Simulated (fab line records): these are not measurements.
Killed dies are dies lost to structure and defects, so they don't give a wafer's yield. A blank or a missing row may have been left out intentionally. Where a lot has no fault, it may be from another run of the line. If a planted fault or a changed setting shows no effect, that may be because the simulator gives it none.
fab line records -- flow nand-harc -- part 2 of 2: steps 29 to 42 of 42
record lots=5, wafers=15, last-day=24
route steps=1159 shown A_M0@995 A_M1@1026
lots that met no fault: from a run of the same line without faults
start-h: start of the lot's first displayed wafer, in hours after the record's first day -- wait-h: hours from the lot's prior step to this one -- " the same as in the row above -- L1.1+2: a single row standing in for several wafers -- - no value present, or no start provided -- * or withheld: withheld -- < > ~ a bound
route shown NAME@n: NAME is a module with steps in the file, n the number in the route of the first one -- usual: mean/standard deviation of fault-free wafers -- same: alike in all rows -- chamber/n: place in a boat -- sites: readings site by site -- _std_site: the standard deviation of these -- _edge_site: mean of outer sites minus mean of inner sites -- radius-mm: how far each site lies from the wafer's centre -- mask NAME#n: copy n -- behind: the tool/chamber that last shaped the wafer -- hold: what put the lot on hold/how long, in hours/how the hold closed -- device: which transistor (n, p or np) failed to switch -- end of line: at the end of the route, the tests of the same wafers -- for a step that has no rows: nothing shown but its recipe -- killed: count of dies lost to structure and defects at first sort (not the wafer's yield) -- map: per-die view of a wafer (x killed, . not killed, _ where there is no die)
set.NAME: the setting that was run; set.NAME@STEP: the one run at that earlier step -- model.NAME: the simulator's own value behind a step, which no gauge read
lots at selected steps of the route; one table per step, one row per wafer
services: a tool's chamber out of use, with start hour (start-h, from the record's first day; less than 0 if before it), hours out, and reason
## steps
# step NHARC_A_M0_PRE_CLEAN_31
# recipe time-s=12, temp-c=370, rf-power-w=300, gas=NH3
# usual heater-power-w=650/89, susceptor-temp-C=370.01/0.21
lot.wafer,tool,chamber,start-h,wait-h,heater-power-w,susceptor-temp-C
L079.1,pecvd-03,0,416.82,0.1,553,369.83
L079.3,pecvd-03,2,416.82,0.1,541,369.82
L079.4,pecvd-03,0,416.82,0.1,557,369.82
L080.1,pecvd-03,0,425.40,0.1,617,369.55
L080.2,pecvd-03,2,425.40,0.1,610,370.25
L080.6,pecvd-03,0,425.40,0.1,632,369.85
L088.1,pecvd-04,1,475.43,0.1,746,369.85
L088.2,pecvd-04,2,475.43,0.1,798,370.30
L088.4,pecvd-04,0,475.43,0.1,649,370.38
L092.1,pecvd-03,1,526.85,1.5,585,370.20
L092.3,pecvd-03,2,526.85,1.5,559,370.04
L092.4,pecvd-03,1,526.85,1.5,576,370.12
L097.2,pecvd-04,0,543.69,0.1,687,369.98
L097.3,pecvd-04,2,543.69,0.1,802,370.18
L097.6,pecvd-04,2,543.69,0.1,797,369.78
# step NHARC_A_M0_DEP_32
# recipe target-thk-a=300, temp-c=370, target-thk-nm=30, pressure-torr=3, flow-sccm=200, rf-w=450, material=SiCN
# usual heater-power-w=591/81, susceptor-temp-C=369.99/0.24
lot.wafer,tool,chamber,start-h,wait-h,heater-power-w,susceptor-temp-C
L079.1,pecvd-03,0,416.90,0.1,549,370.09
L079.3,pecvd-03,2,416.90,0.1,532,369.66
L079.4,pecvd-03,0,416.90,0.1,552,370.02
L080.1,pecvd-03,0,425.48,0.1,554,369.88
L080.2,pecvd-03,2,425.48,0.1,533,370.07
L080.6,pecvd-03,0,425.48,0.1,549,369.72
L088.1,pecvd-04,1,475.54,0.1,661,370.22
L088.2,pecvd-04,2,475.54,0.1,688,370.17
L088.4,pecvd-04,0,475.54,0.1,520,370.11
L092.1,pecvd-03,1,526.93,0.1,565,370.04
L092.3,pecvd-03,2,526.93,0.1,565,370.52
L092.4,pecvd-03,1,526.93,0.1,577,370.27
L097.2,pecvd-04,0,543.77,0.1,534,370.00
L097.3,pecvd-04,2,543.77,0.1,650,370.24
L097.6,pecvd-04,2,543.77,0.1,657,369.85
# step NHARC_A_M1_DEP_00
# recipe target-thk-a=1825, target-thk-nm=182.5, temp-c=withheld, pressure-torr=5, flow-sccm=200, rf-w=600, material=SiOC
lot.wafer,tool,chamber,start-h,wait-h
L079.3+1+4,pecvd-03,"1,0,1",-,-
L080.2+1+6,pecvd-04,"0,1,2",425.87,-
L088.1+2+4,pecvd-04,"2,1,1",-,-
L092.3+1+4,pecvd-03,"1,2,1",-,-
L097.3+2+6,pecvd-03,"2,1,2",544.18,-
# step NHARC_A_M1_DEHYDRATE_01
# recipe temp-c=150, time-s=120
lot.wafer,tool,chamber,start-h,wait-h
L079.1+3+4,litho-track-06,0,417.69,-
L080.1+2+6,litho-track-04,0,426.28,-
L088.1+2+4,litho-track-01,0,476.32,-
L092.1+3+4,litho-track-01,0,527.72,-
L097.2+3+6,litho-track-04,0,544.59,-
# step NHARC_A_M1_HMDS_02
# recipe time-s=30
lot.wafer,tool,chamber,start-h,wait-h
L079.1+3+4,litho-track-06,0,-,-
L080.1+2+6,litho-track-04,0,-,-
L088.1+2+4,litho-track-01,0,-,-
L092.1+3+4,litho-track-01,0,-,-
L097.2+3+6,litho-track-04,0,-,-
# step NHARC_A_M1_COAT_34
# recipe temp-c=200, time-s=65
lot.wafer,tool,chamber,start-h,wait-h
L079.1+3+4,litho-track-06,0,-,-
L080.1+2+6,litho-track-04,0,-,-
L088.1+2+4,litho-track-01,0,-,-
L092.1+3+4,litho-track-01,0,-,-
L097.2+3+6,litho-track-04,0,-,-
# step NHARC_A_M1_COAT_03
# recipe spin-rpm=1500, resist-thk-nm=90
lot.wafer,tool,chamber,start-h,wait-h
L079.1+3+4,litho-track-06,0,-,-
L080.1+2+6,litho-track-04,0,-,-
L088.1+2+4,litho-track-01,0,-,-
L092.1+3+4,litho-track-01,0,-,-
L097.2+3+6,litho-track-04,0,-,-
# step NHARC_A_M1_SOFTBAKE_04
# recipe temp-c=105, time-s=55
lot.wafer,tool,chamber,start-h,wait-h
L079.1+3+4,litho-track-06,0,-,-
L080.1+2+6,litho-track-04,0,-,-
L088.1+2+4,litho-track-01,0,-,-
L092.1+3+4,litho-track-01,0,-,-
L097.2+3+6,litho-track-04,0,-,-
# step NHARC_A_M1_EBR_05
lot.wafer,tool,chamber,start-h,wait-h
L079.1+3+4,litho-track-06,0,-,-
L080.1+2+6,litho-track-04,0,-,-
L088.1+2+4,litho-track-01,0,-,-
L092.1+3+4,litho-track-01,0,-,-
L097.2+3+6,litho-track-04,0,-,-
# step NHARC_A_M1_EXPOSE_06
# recipe na=1.35, target-cd-nm=120, dose-mj=75.13, mask-id=A_M1
# usual reticle-temp-C=22.99/0.1, stage-vel-mm-s=499.99/0.27
lot.wafer,tool,chamber,start-h,wait-h,mask,reticle-temp-C,stage-vel-mm-s
L079.1,arfi-scanner-03,0,417.98,-,A_M1#0,22.94,499.92
L079.3,arfi-scanner-03,0,417.98,-,A_M1#0,22.79,499.63
L079.4,arfi-scanner-03,0,417.98,-,A_M1#0,22.94,500.12
L080.1,arfi-scanner-03,0,426.57,-,A_M1#0,23.06,499.62
L080.2,arfi-scanner-03,0,426.57,-,A_M1#0,22.74,500.02
L080.6,arfi-scanner-03,0,426.57,-,A_M1#0,23.11,500.21
L088.1,arfi-scanner-02,0,476.61,-,A_M1#0,22.85,500.30
L088.2,arfi-scanner-02,0,476.61,-,A_M1#0,23.01,500.52
L088.4,arfi-scanner-02,0,476.61,-,A_M1#0,22.87,500.43
L092.1,arfi-scanner-03,0,528.01,-,A_M1#0,22.99,499.89
L092.3,arfi-scanner-03,0,528.01,-,A_M1#0,22.91,500.12
L092.4,arfi-scanner-03,0,528.01,-,A_M1#0,22.78,500.45
L097.2,arfi-scanner-02,0,544.76,-,A_M1#0,22.98,499.85
L097.3,arfi-scanner-02,0,544.76,-,A_M1#0,23.15,500.24
L097.6,arfi-scanner-02,0,544.76,-,A_M1#0,23.04,499.80
# step NHARC_A_M1_PEB_07
# recipe peb-temp-c=100, peb-time-s=65
lot.wafer,tool,chamber,start-h,wait-h
L079.1+3+4,litho-track-04,0,418.04,0.1
L080.1+2+6,litho-track-01,0,426.63,0.1
L088.1+2+4,litho-track-01,0,476.67,0.1
L092.1+3+4,litho-track-01,0,528.07,0.1
L097.2+3+6,litho-track-06,0,544.81,0.1
# step NHARC_A_M1_DEVELOP_08
# recipe develop-time-s=35, dev-temp-c=23
lot.wafer,tool,chamber,start-h,wait-h
L079.1+3+4,litho-track-04,0,-,-
L080.1+2+6,litho-track-01,0,-,-
L088.1+2+4,litho-track-01,0,-,-
L092.1+3+4,litho-track-01,0,-,-
L097.2+3+6,litho-track-06,0,-,-
# step NHARC_A_M1_CD_MEAS_09
# recipe target-cd-nm=120, landing-energy-ev=500
# usual cd-nm=120.2/0.64
lot.wafer,tool,chamber,start-h,wait-h,cd-nm
L079.1,cd-sem-02,0,418.12,-,120.3
L079.3,cd-sem-02,0,418.12,-,119.9
L079.4,cd-sem-02,0,418.12,-,119.7
L080.1,cd-sem-03,0,426.71,-,120.7
L080.2,cd-sem-03,0,426.71,-,120.0
L080.6,cd-sem-03,0,426.71,-,119.7
L088.1,cd-sem-01,0,476.75,-,120.3
L088.2,cd-sem-01,0,476.75,-,120.8
L088.4,cd-sem-01,0,476.75,-,121.0
L092.1,cd-sem-01,0,528.15,-,120.3
L092.3,cd-sem-01,0,528.15,-,120.3
L092.4,cd-sem-01,0,528.15,-,120.4
L097.2,cd-sem-02,0,544.89,-,117.9
L097.3,cd-sem-02,0,544.89,-,118.5
L097.6,cd-sem-02,0,544.89,-,118.5
# step NHARC_A_M1_OVL_MEAS_10
# recipe pitch-nm=240
# usual overlay-x-nm=0.1/0.91, overlay-y-nm=0.1/0.76
lot.wafer,tool,chamber,start-h,wait-h,overlay-x-nm,overlay-y-nm
L079.1,overlay-02,-,418.23,-,0.6,-0.8
L079.3,overlay-02,-,418.23,-,0.0,-1.0
L079.4,overlay-02,-,418.23,-,0.2,-0.7
L080.1,overlay-02,-,426.79,-,1.6,-0.4
L080.2,overlay-02,-,426.79,-,1.1,0.3
L080.6,overlay-02,-,426.79,-,1.4,-0.4
L088.1,overlay-01,-,476.84,-,0.2,0.4
L088.2,overlay-01,-,476.84,-,0.8,0.0
L088.4,overlay-01,-,476.84,-,0.1,0.2
L092.1,overlay-02,-,528.23,-,0.4,0.3
L092.3,overlay-02,-,528.23,-,-0.1,0.2
L092.4,overlay-02,-,528.23,-,0.7,0.5
L097.2,overlay-01,-,544.98,-,-1.9,1.3
L097.3,overlay-01,-,544.98,-,-1.8,0.2
L097.6,overlay-01,-,544.98,-,-1.6,0.4
## services
tool,chamber,start-h,hours,kind
wet-bench-02,-,390.45,1.5,repair
rie-diel-06,3,393.45,17.7,repair
pvd-sputter-02,-,394.17,10.0,pm
pecvd-03,-,402.28,0.4,repair
pvd-sputter-03,-,403.52,0.9,repair
pvd-sputter-03,-,406.12,5.2,repair
rie-diel-06,-,418.20,9.0,pm
arfi-scanner-02,-,428.00,4.0,pm
rie-diel-09,-,431.28,9.0,pm
arfi-scanner-02,-,437.17,0.3,repair
wet-bench-10,-,441.86,0.9,repair
litho-track-01,-,443.00,7.0,pm
pvd-sputter-01,-,453.77,5.1,repair
pvd-sputter-03,-,458.02,10.0,pm
litho-track-06,-,467.00,7.0,pm
pecvd-03,-,473.14,13.0,pm
wet-bench-10,-,475.59,8.0,pm
arfi-scanner-03,-,484.40,4.0,pm
pvd-sputter-02,-,486.75,1.9,repair
ecd-cu-02,-,487.22,1.4,repair
litho-track-04,-,491.00,7.0,pm
arfi-scanner-03,-,500.62,19.0,repair
pvd-sputter-01,-,527.33,10.0,pm
pvd-sputter-02,-,535.88,3.1,repair
